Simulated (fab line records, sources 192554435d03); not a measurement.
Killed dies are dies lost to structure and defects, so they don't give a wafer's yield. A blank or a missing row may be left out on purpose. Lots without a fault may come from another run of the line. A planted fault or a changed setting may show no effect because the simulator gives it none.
Chamber matching | flow n5_finfet | N5_SD_EPI_N_ETCH_16 on rie_diel-01: 4 sister chambers
The step etches SiO2 in CHF3/O2, target depth 5 nm. 4 wafers are shown with their chamber, then 12 later ones without.

WAFERS WITH THEIR CHAMBER
wafer  | chamber | drypump_motor_current_A (A)
L087.5 | 1       | 6.7
L089.1 | 0       | 6.0
L089.2 | 3       | 6.1
L089.5 | 2       | 5.2

WAFERS WITHOUT THEIR CHAMBER
wafer  | drypump_motor_current_A (A)
L091.1 | 6.1
L091.2 | 5.1
L091.5 | 5.1
L092.1 | 6.1
L092.2 | 6.7
L092.3 | 6.0
L094.2 | 6.1
L094.4 | 6.0
L094.5 | 6.1
L095.2 | 6.1
L095.3 | 6.0
L095.4 | 6.7

WHICH CHAMBER EACH WENT THROUGH
wafer  | from the rows above | in truth
L091.1 | 3                   | 3
L091.2 | 2                   | 2
L091.5 | 2                   | 2
L092.1 | 3                   | 3
L092.2 | 1                   | 1
L092.3 | 0                   | 0
L094.2 | 3                   | 3
L094.4 | 0                   | 0
L094.5 | 3                   | 3
L095.2 | 3                   | 3
L095.3 | 0                   | 0
L095.4 | 1                   | 1
Placed correctly: 12 of 12. Can't be placed from these rows: 0. Placed wrongly: 0.
How it was worked out, from the rows above alone: a wafer's distance from a chamber is the root of the sum, over the readings, of the square of ((its reading less the chamber's mean) divided by the reading's scatter). The wafer belongs to the nearest chamber; if the next one is less than 2 further off, it can't be placed. A chamber's mean is the mean of its shown wafers. The scatter: with one shown wafer a chamber, the root of the mean of the squares of how far each hidden wafer lies from its nearest shown one.
